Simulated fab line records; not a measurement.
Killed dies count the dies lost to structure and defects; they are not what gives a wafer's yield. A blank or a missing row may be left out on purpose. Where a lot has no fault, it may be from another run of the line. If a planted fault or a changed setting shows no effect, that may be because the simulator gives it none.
fab line records | flow n5-finfet
record: lots: 12 | wafers: 36 | last-day: 17
route steps=1938 shown START@1 ZERO_LAYER@9 WELL_APT@43 FIN_SAQP@99
lots with no fault: from the same line, run without faults
start-h: hours from the record's opening day to when the first of the lot's shown wafers began | wait-h: time in hours since the lot's previous step | " the same as in the row above | L1.1+2: several wafers, shown together as one row | - either no value or no given start | * or withheld: withheld | < > ~ a bound
route shown NAME@n: NAME is a module with steps in the file, n the number in the route of the first one | usual: mean and standard deviation over wafers with no fault | same: alike in all rows | chamber/n: place in a boat | sites: each site's reading | _std_site: standard deviation across them | _edge_site: the outer-site mean with the inner-site mean subtracted | radius-mm: for every site, how far away it sits from the centre of the wafer | mask NAME#n: copy n | behind: the tool/chamber that last shaped the wafer | hold: what put the lot on hold/how long, in hours/how the hold closed | device: which transistor (n, p or np) failed to switch | end of line: the route-end tests of the same wafers | a step given without rows: its recipe and nothing more | killed: dies lost to structure and defects at the first sort, not the wafer's yield | map: shows each die of a wafer: x if killed, . if not, _ if none is there
set.NAME: setting as actually run; set.NAME@STEP: the setting as run at that earlier step | model.NAME: the simulator's own value behind a step, which no gauge read
route steps across a sampled set of lots; one table per step, one row per wafer
services: when a tool's chamber went out of use (start-h, in hours from the record's first day, below 0 if earlier), for how many hours, and the reason
== steps ==
step: N5_START_INSPECT_01
recipe: inspect-instrument: unpatterned-scan | mode: incoming
usual: raw-defect-count: 6.5/2.3
lot.wafer | tool              | chamber | start-h | wait-h | raw-defect-count
L725.4    | defect-inspect-02 | -       | 12.04   | -      | 9
L725.5    | "                 | -       | "       | "      | 5
L725.6    | "                 | -       | "       | "      | 4
L726.1    | defect-inspect-02 | -       | 18.03   | -      | 3
L726.3    | "                 | -       | "       | "      | 4
L726.6    | "                 | -       | "       | "      | 6
L728.1    | defect-inspect-02 | -       | 30.03   | -      | 7
L728.2    | "                 | -       | "       | "      | 3
L728.5    | "                 | -       | "       | "      | 4
L731.1    | defect-inspect-01 | -       | 48.03   | -      | 9
L731.4    | "                 | -       | "       | "      | 5
L731.6    | "                 | -       | "       | "      | 9
L732.3    | defect-inspect-01 | -       | 54.03   | -      | 6
L732.4    | "                 | -       | "       | "      | 7
L732.5    | "                 | -       | "       | "      | 12
L733.2    | defect-inspect-01 | -       | 60.03   | -      | 6
L733.3    | "                 | -       | "       | "      | 7
L733.6    | "                 | -       | "       | "      | 8
L734.3    | defect-inspect-01 | -       | 66.03   | -      | 7
L734.4    | "                 | -       | "       | "      | 4
L734.5    | "                 | -       | "       | "      | 3
L736.2    | defect-inspect-01 | -       | 78.03   | -      | 2
L736.4    | "                 | -       | "       | "      | 4
L736.5    | "                 | -       | "       | "      | 3
L737.1    | defect-inspect-01 | -       | 84.03   | -      | 10
L737.2    | "                 | -       | "       | "      | 5
L737.6    | "                 | -       | "       | "      | 6
L739.1    | defect-inspect-02 | -       | 96.03   | -      | 9
L739.4    | "                 | -       | "       | "      | 10
L739.5    | "                 | -       | "       | "      | 9
L741.3    | defect-inspect-01 | -       | 108.03  | -      | 5
L741.4    | "                 | -       | "       | "      | 4
L741.6    | "                 | -       | "       | "      | 10
L747.3    | defect-inspect-01 | -       | 144.04  | -      | 6
L747.4    | "                 | -       | "       | "      | 4
L747.6    | "                 | -       | "       | "      | 7
step: N5_ZERO_LAYER_EXPOSE_08
recipe: mask-id: ZERO | na: 0.55 | source-shape: conventional | sigma-outer: 0.8 | polarization: unpolarized | defocus-nm: 0 | target-cd-nm: 2000 | dose-mj: 16.2
usual: exposure-dose-mJ-cm2: 16.24/0.089
lot.wafer | tool           | chamber | start-h | wait-h | mask   | exposure-dose-mJ-cm2
L725.4    | krf-scanner-02 | 0       | 12.48   | -      | ZERO#0 | 16.20
L725.5    | "              | 0       | "       | "      | ZERO#0 | 16.21
L725.6    | "              | 0       | "       | "      | ZERO#0 | 16.17
L726.1    | krf-scanner-02 | 0       | 18.46   | -      | ZERO#0 | 16.18
L726.3    | "              | 0       | "       | "      | ZERO#0 | 16.18
L726.6    | "              | 0       | "       | "      | ZERO#0 | 16.19
L728.1    | krf-scanner-02 | 0       | 30.78   | -      | ZERO#0 | 16.22
L728.2    | "              | 0       | "       | "      | ZERO#0 | 16.20
L728.5    | "              | 0       | "       | "      | ZERO#0 | 16.23
L731.1    | krf-scanner-02 | 0       | 48.49   | -      | ZERO#0 | 16.16
L731.4    | "              | 0       | "       | "      | ZERO#0 | 16.15
L731.6    | "              | 0       | "       | "      | ZERO#0 | 16.18
L732.3    | krf-scanner-01 | 0       | 54.60   | -      | ZERO#0 | 16.35
L732.4    | "              | 0       | "       | "      | ZERO#0 | 16.37
L732.5    | "              | 0       | "       | "      | ZERO#0 | 16.36
L733.2    | krf-scanner-02 | 0       | 60.61   | -      | ZERO#0 | 16.98
L733.3    | "              | 0       | "       | "      | ZERO#0 | 16.98
L733.6    | "              | 0       | "       | "      | ZERO#0 | 16.98
L734.3    | krf-scanner-01 | 0       | 66.61   | -      | ZERO#0 | 16.38
L734.4    | "              | 0       | "       | "      | ZERO#0 | 16.38
L734.5    | "              | 0       | "       | "      | ZERO#0 | 16.37
L736.2    | krf-scanner-02 | 0       | 78.60   | -      | ZERO#0 | 16.81
L736.4    | "              | 0       | "       | "      | ZERO#0 | 16.80
L736.5    | "              | 0       | "       | "      | ZERO#0 | 16.81
L737.1    | krf-scanner-01 | 0       | 84.61   | -      | ZERO#0 | 16.35
L737.2    | "              | 0       | "       | "      | ZERO#0 | 16.36
L737.6    | "              | 0       | "       | "      | ZERO#0 | 16.36
L739.1    | krf-scanner-02 | 0       | 96.59   | -      | ZERO#0 | 16.70
L739.4    | "              | 0       | "       | "      | ZERO#0 | 16.68
L739.5    | "              | 0       | "       | "      | ZERO#0 | 16.68
L741.3    | krf-scanner-01 | 0       | 108.60  | -      | ZERO#0 | 16.40
L741.4    | "              | 0       | "       | "      | ZERO#0 | 16.38
L741.6    | "              | 0       | "       | "      | ZERO#0 | 16.41
L747.3    | krf-scanner-01 | 0       | 144.60  | -      | ZERO#0 | 16.33
L747.4    | "              | 0       | "       | "      | ZERO#0 | 16.36
L747.6    | "              | 0       | "       | "      | ZERO#0 | 16.35
step: N5_ZERO_LAYER_CD_MEAS_11
recipe: target-cd-nm: 2000 | landing-energy-ev: 500 | detector: se-inlens
usual: cd-nm: 1999.6/1.3
lot.wafer | tool      | chamber | start-h | wait-h | cd-nm
L725.4    | cd-sem-03 | 0       | 12.65   | -      | 1999.3
L725.5    | "         | 0       | "       | "      | 2002.7
L725.6    | "         | 0       | "       | "      | 2001.2
L726.1    | cd-sem-01 | 0       | 18.64   | -      | 1997.0
L726.3    | "         | 0       | "       | "      | 2000.9
L726.6    | "         | 0       | "       | "      | 2001.2
L728.1    | cd-sem-02 | 0       | 30.96   | -      | 2002.3
L728.2    | "         | 0       | "       | "      | 2002.1
L728.5    | "         | 0       | "       | "      | 2000.6
L731.1    | cd-sem-01 | 0       | 48.66   | -      | 1999.1
L731.4    | "         | 0       | "       | "      | 1998.5
L731.6    | "         | 0       | "       | "      | 1999.2
L732.3    | cd-sem-03 | 0       | 54.77   | -      | 1998.7
L732.4    | "         | 0       | "       | "      | 1997.4
L732.5    | "         | 0       | "       | "      | 1997.3
L733.2    | cd-sem-02 | 0       | 60.78   | -      | 2009.5
L733.3    | "         | 0       | "       | "      | 2011.3
L733.6    | "         | 0       | "       | "      | 2009.5
L734.3    | cd-sem-01 | 0       | 66.78   | -      | 1998.4
L734.4    | "         | 0       | "       | "      | 1999.9
L734.5    | "         | 0       | "       | "      | 2000.3
L736.2    | cd-sem-03 | 0       | 78.77   | -      | 2005.4
L736.4    | "         | 0       | "       | "      | 2006.9
L736.5    | "         | 0       | "       | "      | 2007.9
L737.1    | cd-sem-03 | 0       | 84.78   | -      | 2000.2
L737.2    | "         | 0       | "       | "      | 2001.5
L737.6    | "         | 0       | "       | "      | 2000.7
L739.1    | cd-sem-02 | 0       | 96.77   | -      | 2005.5
L739.4    | "         | 0       | "       | "      | 2007.1
L739.5    | "         | 0       | "       | "      | 2006.4
L741.3    | cd-sem-01 | 0       | 108.77  | -      | 1998.6
L741.4    | "         | 0       | "       | "      | 1999.5
L741.6    | "         | 0       | "       | "      | 1999.8
L747.3    | cd-sem-03 | 0       | 144.77  | -      | 2001.4
L747.4    | "         | 0       | "       | "      | 2000.8
L747.6    | "         | 0       | "       | "      | 2000.7
step: N5_WELL_APT_CD_MEAS_25
recipe: target-cd-nm: 200 | landing-energy-ev: 500 | detector: se-inlens
usual: cd-nm: 200.3/1.4
lot.wafer | tool      | chamber | start-h | wait-h | cd-nm
L725.4    | cd-sem-01 | 0       | 15.07   | -      | 197.4
L725.5    | "         | 0       | "       | "      | 199.9
L725.6    | "         | 0       | "       | "      | 198.1
L726.1    | cd-sem-03 | 0       | 20.93   | -      | 201.7
L726.3    | "         | 0       | "       | "      | 201.5
L726.6    | "         | 0       | "       | "      | 202.4
L728.1    | cd-sem-02 | 0       | 33.52   | -      | 200.7
L728.2    | "         | 0       | "       | "      | 201.3
L728.5    | "         | 0       | "       | "      | 200.9
L731.1    | cd-sem-02 | 0       | 50.72   | -      | 199.3
L731.4    | "         | 0       | "       | "      | 200.9
L731.6    | "         | 0       | "       | "      | 198.5
L732.3    | cd-sem-01 | 0       | 56.94   | -      | 200.9
L732.4    | "         | 0       | "       | "      | 201.3
L732.5    | "         | 0       | "       | "      | 200.5
L733.2    | cd-sem-03 | 0       | 62.97   | -      | 201.8
L733.3    | "         | 0       | "       | "      | 200.1
L733.6    | "         | 0       | "       | "      | 200.5
L734.3    | cd-sem-01 | 0       | 69.30   | -      | 199.4
L734.4    | "         | 0       | "       | "      | 201.4
L734.5    | "         | 0       | "       | "      | 200.1
L736.2    | cd-sem-02 | 0       | 80.80   | -      | 200.8
L736.4    | "         | 0       | "       | "      | 201.7
L736.5    | "         | 0       | "       | "      | 197.9
L737.1    | cd-sem-01 | 0       | 87.30   | -      | 201.2
L737.2    | "         | 0       | "       | "      | 200.5
L737.6    | "         | 0       | "       | "      | 201.0
L739.1    | cd-sem-01 | 0       | 99.94   | -      | 201.5
L739.4    | "         | 0       | "       | "      | 201.8
L739.5    | "         | 0       | "       | "      | 200.2
L741.3    | cd-sem-03 | 0       | 110.86  | -      | 200.5
L741.4    | "         | 0       | "       | "      | 199.3
L741.6    | "         | 0       | "       | "      | 199.6
L747.3    | cd-sem-03 | 0       | 147.10  | -      | 199.6
L747.4    | "         | 0       | "       | "      | 200.2
L747.6    | "         | 0       | "       | "      | 199.0
step: N5_FIN_SAQP_PECVD_48
recipe: material: SiNx | target-thk-a: 250 | temp-c: 400 | precursor: SiH4/NH3/N2 | pressure-torr: 1.5 | rf-w: 300 | time-s: 22.1
usual: heater-power-outer-w: 434/44 | heater-power-w: 730/56 | showerhead-plenum-p-Torr: 5.13/0.06 | showerhead-vpp-V: 1054/31 | throttle-valve-pct: 40.4/2.1
lot.wafer | tool     | chamber | start-h | wait-h | heater-power-outer-w | heater-power-w | showerhead-plenum-p-Torr | showerhead-vpp-V | throttle-valve-pct
L725.4    | pecvd-01 | 0       | 21.85   | 0.0    | 402                  | 672            | 5.19                     | 1082             | 40.6
L725.5    | "        | 1       | "       | "      | 433                  | 758            | 5.18                     | 1016             | 43.7
L725.6    | "        | 2       | "       | "      | 398                  | 685            | 5.14                     | 1085             | 38.9
L726.1    | pecvd-01 | 1       | 27.36   | 0.0    | 474                  | 801            | 5.17                     | 1001             | 43.5
L726.3    | "        | 0       | "       | "      | 347                  | 606            | 5.19                     | 1082             | 40.7
L726.6    | "        | 2       | "       | "      | 367                  | 630            | 5.13                     | 1075             | 38.8
L728.1    | pecvd-03 | 1       | 40.33   | 0.0    | 428                  | 710            | 5.12                     | 1096             | 39.3
L728.2    | "        | 2       | "       | "      | 474                  | 780            | 5.03                     | 1025             | 38.5
L728.5    | "        | 2       | "       | "      | 500                  | 785            | 5.05                     | 1032             | 38.6
L731.1    | pecvd-03 | 1       | 56.47   | 0.0    | 485                  | 759            | 5.12                     | 1076             | 39.4
L731.4    | "        | 0       | "       | "      | 402                  | 732            | 5.22                     | 1073             | 37.7
L731.6    | "        | 1       | "       | "      | 494                  | 761            | 5.13                     | 1086             | 39.5
L732.3    | pecvd-03 | 1       | 62.76   | 0.0    | 505                  | 806            | 5.12                     | 1088             | 39.2
L732.4    | "        | 2       | "       | "      | 514                  | 843            | 5.05                     | 1032             | 38.5
L732.5    | "        | 1       | "       | "      | 395                  | 656            | 5.14                     | 1085             | 39.6
L733.2    | pecvd-02 | 1       | 69.94   | 0.0    | 420                  | 745            | 5.17                     | 1030             | 44.5
L733.3    | "        | 0       | "       | "      | 463                  | 758            | 5.03                     | 1031             | 42.4
L733.6    | "        | 2       | "       | "      | 455                  | 709            | 5.07                     | 1068             | 39.2
L734.3    | pecvd-01 | 0       | 78.08   | 0.0    | 453                  | 749            | 5.21                     | 1088             | 40.5
L734.4    | "        | 2       | "       | "      | 400                  | 679            | 5.14                     | 1079             | 39.4
L734.5    | "        | 0       | "       | "      | 450                  | 751            | 5.19                     | 1087             | 40.5
L736.2    | pecvd-01 | 1       | 87.30   | 0.0    | 417                  | 727            | 5.17                     | 1002             | 43.7
L736.4    | "        | 0       | "       | "      | 416                  | 684            | 5.19                     | 1047             | 40.8
L736.5    | "        | 2       | "       | "      | 435                  | 715            | 5.15                     | 1102             | 39.3
L737.1    | pecvd-03 | 0       | 93.31   | 0.0    | 346                  | 664            | 5.21                     | 1065             | 37.8
L737.2    | "        | 1       | "       | "      | 469                  | 757            | 5.12                     | 1086             | 39.3
L737.6    | "        | 1       | "       | "      | 482                  | 785            | 5.12                     | 1086             | 39.2
L739.1    | pecvd-02 | 1       | 106.08  | 0.0    | 403                  | 703            | 5.19                     | 1071             | 44.5
L739.4    | "        | 1       | "       | "      | 409                  | 692            | 5.17                     | 1036             | 44.5
L739.5    | "        | 0       | "       | "      | 452                  | 754            | 5.04                     | 1041             | 42.6
L741.3    | pecvd-01 | 0       | 117.09  | 0.0    | 434                  | 732            | 5.18                     | 1087             | 40.3
L741.4    | "        | 0       | "       | "      | 430                  | 725            | 5.19                     | 1090             | 40.6
L741.6    | "        | 2       | "       | "      | 396                  | 673            | 5.14                     | 1076             | 39.5
L747.3    | pecvd-01 | 2       | 154.50  | 0.0    | 419                  | 712            | 5.16                     | 1088             | 39.7
L747.4    | "        | 1       | "       | "      | 504                  | 809            | 5.16                     | 1014             | 43.8
L747.6    | "        | 0       | "       | "      | 405                  | 673            | 5.19                     | 1076             | 40.6
== services ==
tool           | chamber | start-h | hours | kind
pecvd-01       | 0       | -2.03   | 5.0   | scheduled-down
pecvd-03       | 2       | -1.09   | 5.5   | scheduled-down
krf-scanner-01 | -       | 10.00   | 1.0   | repair
krf-scanner-01 | -       | 11.97   | 1.0   | repair
pecvd-03       | 1       | 21.87   | 2.1   | scheduled-down
pecvd-02       | 0       | 34.42   | 2.1   | scheduled-down
krf-scanner-01 | -       | 41.80   | 1.0   | pm
krf-scanner-01 | 0       | 44.92   | -     | calibration
krf-scanner-02 | -       | 64.26   | 1.0   | pm
krf-scanner-02 | -       | 67.57   | 1.3   | pm
pecvd-01       | 0       | 69.34   | 2.1   | scheduled-down
pecvd-02       | -       | 70.15   | 1.5   | repair
pecvd-02       | 0       | 73.14   | 8.3   | repair
pecvd-03       | 0       | 82.78   | 5.0   | scheduled-down
pecvd-03       | 0       | 98.50   | 6.5   | repair
krf-scanner-01 | -       | 100.74  | 1.3   | pm
krf-scanner-02 | -       | 115.68  | 1.1   | repair
krf-scanner-01 | -       | 121.20  | 0.8   | pm
krf-scanner-02 | 0       | 123.17  | -     | calibration
krf-scanner-01 | -       | 123.71  | 0.9   | repair
pecvd-03       | -       | 126.99  | 0.5   | repair
pecvd-01       | 2       | 133.21  | 5.5   | scheduled-down
krf-scanner-01 | -       | 142.37  | 1.7   | repair
krf-scanner-01 | -       | 152.25  | 1.7   | repair
== key ==
first-sign: step: N5_ZERO_LAYER_EXPOSE_08 | reading: exposure-dose-mJ-cm2 | direction: up | sigmas: 6.6 | usual: 16.24 | struck: 16.82
effect: step: N5_ZERO_LAYER_CD_MEAS_11 | reading: cd-nm | direction: up | sigmas: 6.1 | usual: 1999.6 | struck: 2007.7 | through: control-loop
met-at N5_ZERO_LAYER_EXPOSE_08
struck-lots L733,L736,L739
tester-left-out L733,L736,L739
loop-trim: step: N5_ZERO_LAYER_EXPOSE_08 | setting: dose | lots: L736,L739
not-acting-at N5_START_INSPECT_01,N5_WELL_APT_CD_MEAS_25,N5_FIN_SAQP_PECVD_48
onset-between 48.49 60.61
fault: kind: process-parameter-drift | tool: krf-scanner-02 | chamber: - | onset-h: 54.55 | steps: N5_ZERO_LAYER_EXPOSE_08 | channel: dose-mj | offset: 0.79506 | shape: step | acts-in: these-recipes-only | stated: 16.2
tester-left-out: of these lots the tester's yield and bins aren't shown, on N5 and GAA mostly nor the transistor test; their killed dies are dies lost to structure and defects alone, not to doping, threshold or leakage, so they don't give the yield
loop-trim: a control loop set the setting to another value than it would have without faults
